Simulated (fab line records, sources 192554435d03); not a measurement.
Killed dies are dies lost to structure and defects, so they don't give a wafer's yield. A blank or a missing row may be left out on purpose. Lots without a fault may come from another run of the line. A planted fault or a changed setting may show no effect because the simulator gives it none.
A struck lot beside a sound one | flow n5_finfet | 36 steps out of a route of 1938
Sound: wafers L617.2, L617.3, L617.6. Struck: wafer L605.4. (L605.5 of the same lot was not struck and is left out.) The cause comes at the end.
At each step with rows: each side's tool, then ch and its chambers, then its first start. Under that, the readings that differ: sound wafers | struck wafers | difference of the means | sigmas: that difference in standard deviations of wafers without a fault.
alike: readings whose means differ by less than 2 such deviations, and words and numbers that are the same on both sides. not compared: withheld readings, readings that some wafer has no value for, bounds like >300 that may hide the same value, and numbers for which the record gives no deviation and whose values overlap.
The two part at a step that has a row with sigmas, a row that says differs or no value, or rows on one side only. Numbers that don't overlap but have no deviation are shown without sigmas and don't part them. A reading that every wafer of one side lacks parts them only if that side has two wafers or more.

first, 9 steps without rows for these wafers: N5_PMOS_HMC_CHANNEL_EPI_EXPOSE_06 (exposes mask PMOS HMC BLK, target cd 240 nm); N5_PMOS_HMC_CHANNEL_EPI_PEB_07 (peb time 60 s); N5_PMOS_HMC_CHANNEL_EPI_DEVELOP_08 (develop time 30 s); N5_PMOS_HMC_CHANNEL_EPI_DESCUM_14 (chemistry O2, time 7.9 s); N5_PMOS_HMC_CHANNEL_EPI_ETCH_32 (etches BARC in N2/H2, stops on SiO2, target depth 85.8 nm, time 50.3 s); N5_PMOS_HMC_CHANNEL_EPI_HM_OPEN_15 (chemistry CHF3/O2, target SiO2, target depth 40.6 nm, time 20.3 s); N5_PMOS_HMC_CHANNEL_EPI_STRIP_33 (strips in N2/H2); N5_PMOS_HMC_CHANNEL_EPI_STRIP_17 (strips in SPM, time 750 s); N5_PMOS_HMC_CHANNEL_EPI_ETCH_38 (etches SiO2 in CF4, target depth 1.5 nm).
N5_PMOS_HMC_CHANNEL_EPI_FIN_RECESS_16: chemistry HBr/Cl2, target Si, target depth 54 nm, time 18 s.
  sound on rie_si-03 ch 0,1,3, day 7 06:26; struck on rie_si-03 ch 2, day 4 05:40
  reading                                          | sound             | struck | difference | sigmas
  model.etch.depth_nm (nm)                         | 55.16 51.83 53.23 | 49.12  | -4.29      |
  model.PMOS_HMC_CHANNEL_EPI.feature_depth_nm (nm) | 55.16 51.83 53.23 | 49.12  | -4.29      |
  alike: drypump_motor_current_A, oes_product_au, throttle_valve_pct
  not compared: rf_fwd_power_W, rf_hours_counter_h
then, 7 steps without rows for these wafers: N5_PMOS_HMC_CHANNEL_EPI_PRECLEAN_36 (cleans in O3/DIW, time 45 s); N5_PMOS_HMC_CHANNEL_EPI_PRECLEAN_18 (cleans in DHF, time 30 s); N5_PMOS_HMC_CHANNEL_EPI_SRD_19 (time 30 s); N5_PMOS_HMC_CHANNEL_EPI_EPI_20 (deposits SiGe30, target thk 59 nm); N5_PMOS_HMC_CHANNEL_EPI_HM_STRIP_35 (strips SiO2 in dHF, material SiO2, target depth 39.6 nm, time 216 s); N5_PMOS_HMC_CHANNEL_EPI_SRD_39 (time 30 s); N5_PMOS_HMC_CHANNEL_EPI_CMP_21 (polishes SiGe30, target thk 54 nm).
N5_PMOS_HMC_CHANNEL_EPI_THK_MEAS_22:
  sound on film_metro-02, day 7 08:38; struck on film_metro-02, day 4 07:29
  reading          | sound          | struck | difference | sigmas
  HMC_CMP_THK (nm) | 55.2 51.9 53.3 | 49.3   | -4.2       | -3
then, 17 steps without rows for these wafers: N5_PMOS_HMC_CHANNEL_EPI_PRECLEAN_40 (cleans in DHF, time 30 s); N5_PMOS_HMC_CHANNEL_EPI_PRECLEAN_37 (cleans in O3/DIW, time 45 s); N5_PMOS_HMC_CHANNEL_EPI_PRECLEAN_24 (cleans in DHF, time 30 s); N5_PMOS_HMC_CHANNEL_EPI_SRD_25 (time 30 s); N5_PMOS_HMC_CHANNEL_EPI_EPI_26 (deposits Si from SiH4/H2, target thk 3.8 nm, time 22.7 s); N5_FIN_SAQP_PRECLEAN_42 (cleans in O3/DIW, time 60 s); N5_FIN_SAQP_PRECLEAN_00 (cleans in SC1, time 60 s); N5_FIN_SAQP_PRECLEAN_44 (cleans in SC2, time 45 s); N5_FIN_SAQP_SRD_01 (time 30 s); N5_FIN_SAQP_ALD_61 (deposits SiO2, target thk 4 nm, pulse time 1 s, purge time 2 s); N5_FIN_SAQP_DENSIFY_62 (time 60 s); N5_FIN_SAQP_HM_DEP_03 (deposits SiNx from SiH4/NH3/N2, target thk 38 nm, time 33.6 s); N5_FIN_SAQP_PECVD_47 (deposits a-Si from SiH4/He, target thk 45 nm, time 36.3 s); N5_FIN_SAQP_PECVD_48 (deposits SiNx from SiH4/NH3/N2, target thk 25 nm, time 22.1 s); N5_FIN_SAQP_PECVD_06 (deposits a-Si from SiH4/He, target thk 60 nm, time 48.1 s); N5_FIN_SAQP_HM_DEP_72 (deposits SiO2 from SiH4/N2O, target thk 12 nm, time 7.2 s); N5_FIN_SAQP_COAT_49 (time 60 s, resist thk 100 nm).
-- the record jumps here: 6 days lie between the struck wafers' starts before and after (it left off in module FIN_SAQP and takes up again in module BEOL_M4, whose first step shown is number 1111 of the route) --
N5_BEOL_M4_RC_MEAS_101:
  sound on prober-02 ch 0, day 13 08:44; struck on prober-02 ch 0, day 10 00:35
  reading   | sound          | struck | difference | sigmas
  CJ_P      | 5.50 6.01 5.67 | 6.48   | +0.75      | +3
  VT_P (mV) | -246 -251 -245 | -254   | -7         | -2
  alike: DIBL_N, DIBL_P, IOFF_N, IOFF_P, ION_N, ION_P, SS_N, SS_P, VT_N

WHERE THEY PART
First at N5_PMOS_HMC_CHANNEL_EPI_THK_MEAS_22; last, within this record, at N5_BEOL_M4_RC_MEAS_101.

WHY: what the simulator had put in
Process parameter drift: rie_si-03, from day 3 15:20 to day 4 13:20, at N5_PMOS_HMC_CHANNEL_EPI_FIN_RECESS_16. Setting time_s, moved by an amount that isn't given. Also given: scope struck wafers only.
